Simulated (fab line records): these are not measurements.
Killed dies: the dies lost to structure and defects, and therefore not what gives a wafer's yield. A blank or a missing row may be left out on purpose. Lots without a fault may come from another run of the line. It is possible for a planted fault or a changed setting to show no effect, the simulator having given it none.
Problem report in the 8D (eight disciplines) form, filled by code | flow nandHarc | the parts of the form that need people (team, actions taken, sign-off) are left out

## 1. WHAT WENT WRONG
At NHARC_P_M0_PEB_07, plateTempC averages 95.97 C over 6 wafers from 2 lots, while fault-free wafers read 100.00 C, standard deviation 0.14. Measured from the usual mean, that is -29 standard deviations.
The step: peb time 65 s.
Seen first at day 15 11:52 on lithoTrack-06, wafer L559.1. The record holds 42 wafers of 14 lots with a number at this step. By rule, "out" or "out of limits" means more than 4 standard deviations away from the usual mean. Any other wafer with a number is counted as sound.

## 2. WHAT THIS IS AND IS NOT
question                    | is                            | is not
which readings at this step | plateTempC, heaterPowerTotalW | -
which lots                  | L559, L560                    | L537, L539, L540, L541, L542, L543, L545, L548, L549, L550, L551, L552
which wafers of those lots  | all that have a number        | -
read on which tools         | lithoTrack-06                 | lithoTrack-01, lithoTrack-04
when                        | from day 15 11:52             | up to then (36 sound wafers)

## 3. SUSPECTS, AND WHAT RULES EACH OUT
Counting: any tool at a process step up to the reading is kept as a suspect provided that every lot that is out went through it and no sound lot did after the first of them.
- lithoTrack-06 at NHARC_P_M0_PEB_07 (peb time 65 s): kept. All lots that are out passed through it, beginning with L559 at day 15 11:52, and no sound lot followed; its final sound lot before that point was L551 at day 12 07:25. Its own readings are out on those wafers: heaterPowerTotalW, plateTempC.
After counting, what remains is lithoTrack-06 at NHARC_P_M0_PEB_07.

## 4. THE CAUSE (what the simulator had put in)
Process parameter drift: lithoTrack-06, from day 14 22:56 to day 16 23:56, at NHARC_P_M0_PEB_07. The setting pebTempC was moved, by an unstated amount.
Counting left only this tool.

## 5. THE CHAIN OF EFFECTS, in route order
Each row: a reading whose mean over the struck wafers that have a number lies more than 3 standard deviations from the usual. Readings are gone through only where the record gives a usual standard deviation; hours: the median, over the lots, of the time from a lot's start at the first step in this table giving one to that lot's start at this step; sigmas: the change measured in usual standard deviations.
hours | step              | reading           | usual    | on struck wafers | change | sigmas
0     | NHARC_P_M0_PEB_07 | heaterPowerTotalW | 156.7 W  | 147.7            | -9.0   | -21
0     | NHARC_P_M0_PEB_07 | plateTempC        | 100.00 C | 95.97            | -4.03  | -29
Its process steps:
- NHARC_P_M0_PEB_07: peb time 65 s.
At these later measuring or inspecting steps, every struck wafer for which the step has a row has a number for every such reading, and none has moved that far: NHARC_P_M0_OVL_MEAS_10, NHARC_P_M0_INSPECT_11.

## 6. HOW IT WOULD HAVE BEEN CAUGHT EARLIER
The fault began at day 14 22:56; the first out-of-limits reading in this record came at day 15 11:52, 13 hours later.
